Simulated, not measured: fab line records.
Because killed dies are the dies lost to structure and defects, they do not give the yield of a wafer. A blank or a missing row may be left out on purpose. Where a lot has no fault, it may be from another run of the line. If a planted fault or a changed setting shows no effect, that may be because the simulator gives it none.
Which tool did it? | flow n5Finfet | Sampling: 9 lots, 27 wafers, 5 of 1938 route steps

WHAT EACH GAUGE READ, for each wafer
N5_BEOL_M3_THK_MEAS_01.
lot  | measured     | on           | M3_ILD_THK (nm)
L683 | day 7 18:57  | filmMetro-01 | 78.1 79.3 79.7
L684 | day 7 19:28  | filmMetro-02 | 78.7 80.7 79.8
L687 | day 8 05:05  | filmMetro-02 | 77.6 79.5 78.8
L688 | day 8 08:09  | filmMetro-02 | 78.6 78.5 79.3
L692 | day 9 12:20  | filmMetro-02 | 121.6 78.5 80.6
L694 | day 10 12:48 | filmMetro-02 | 123.2 119.7 121.6
L700 | day 11 12:50 | filmMetro-01 | 77.2 79.5 80.2
L703 | day 12 11:04 | filmMetro-01 | 78.9 79.8 79.6
L704 | day 13 05:16 | filmMetro-01 | 76.4 79.0 77.9

TOOL THAT RAN EACH LOT (tool first, then ch and the chambers of the sampled wafers, then the start)
lot  | N5_BEOL_M2_ANNEAL_89        | N5_BEOL_M2_ANNEAL_51            | N5_BEOL_M2_PRE_CLEAN_60         | N5_BEOL_M3_ILD_DEP_00
L683 | pvdSputter-01, day 7 16:58  | rtpAnneal-01 ch 0, day 7 18:03  | cvdCo-01 ch 0,2, day 7 18:35    | pecvd-01 ch 1,2, day 7 18:53
L684 | pvdSputter-03, day 7 17:29  | rtpAnneal-02 ch 0, day 7 18:29  | cvdCo-02 ch 1,2, day 7 19:07    | pecvd-01 ch 0,1,2, day 7 19:24
L687 | pvdSputter-02, day 8 03:06  | rtpAnneal-02 ch 0, day 8 04:11  | cvdCo-02 ch 1,2, day 8 04:44    | pecvd-02 ch 0,1,2, day 8 05:01
L688 | pvdSputter-03, day 8 06:08  | rtpAnneal-01 ch 0, day 8 07:08  | cvdCo-01 ch 0,1,2, day 8 07:46  | pecvd-01 ch 1,2, day 8 08:05
L692 | pvdSputter-01, day 9 10:19  | rtpAnneal-01 ch 0, day 9 11:19  | cvdCo-02 ch 0,1, day 9 11:58    | pecvd-01 ch 0,1, day 9 12:16
L694 | pvdSputter-01, day 10 10:49 | rtpAnneal-01 ch 0, day 10 11:48 | cvdCo-02 ch 1,2, day 10 12:26   | pecvd-01 ch 0,1, day 10 12:43
L700 | pvdSputter-03, day 11 10:41 | rtpAnneal-01 ch 0, day 11 11:44 | cvdCo-02 ch 0,1,2, day 11 12:29 | pecvd-02 ch 0,1,2, day 11 12:46
L703 | pvdSputter-03, day 12 08:57 | rtpAnneal-01 ch 0, day 12 10:05 | cvdCo-02 ch 0,2, day 12 10:43   | pecvd-02 ch 1,2, day 12 11:00
L704 | pvdSputter-03, day 13 03:17 | rtpAnneal-02 ch 0, day 13 04:17 | cvdCo-01 ch 0,1,2, day 13 04:55 | pecvd-04 ch 0,1,2, day 13 05:13
- N5_BEOL_M2_ANNEAL_89: time 240 s.
- N5_BEOL_M2_ANNEAL_51: time 90 s.
- N5_BEOL_M2_PRE_CLEAN_60: time 15 s.
- N5_BEOL_M3_ILD_DEP_00: deposits SiOC from DEMS/O2, target thk 79 nm, time 15.3 s.

THE ANSWER, worked out from the rows above alone
Rule: the usual values come from the lots themselves. Put in order of their means at a reading, lots are off if they are a third of the lots or fewer, leave a main group of 4 or more, and stand apart from it by a gap of 3 or more times the standard deviation of the main group's means; of several such gaps the widest counts. The tables above print the reading to a certain number of digits; a main group whose means all agree to those digits is not used. Also off: a lot with no number at a reading for which 4 or more lots have one. Any other lot the step has rows for is counted as sound.
Off: L692, L694, seen at N5_BEOL_M3_THK_MEAS_01 (M3_ILD_THK). For the main group the mean is 78.9 nm and the standard deviation 0.58.
If a tool, at a process step before that reading, ran all the lots that are off and no sound lot after the first of them, it fits. Those tools and the gauges at N5_BEOL_M3_THK_MEAS_01 are tried in the same way. Can't be told from this: 3 tools fit, pvdSputter-01 at N5_BEOL_M2_ANNEAL_89, pecvd-01 at N5_BEOL_M3_ILD_DEP_00, filmMetro-02 at N5_BEOL_M3_THK_MEAS_01.

WHAT WAS PUT IN BY THE SIMULATOR
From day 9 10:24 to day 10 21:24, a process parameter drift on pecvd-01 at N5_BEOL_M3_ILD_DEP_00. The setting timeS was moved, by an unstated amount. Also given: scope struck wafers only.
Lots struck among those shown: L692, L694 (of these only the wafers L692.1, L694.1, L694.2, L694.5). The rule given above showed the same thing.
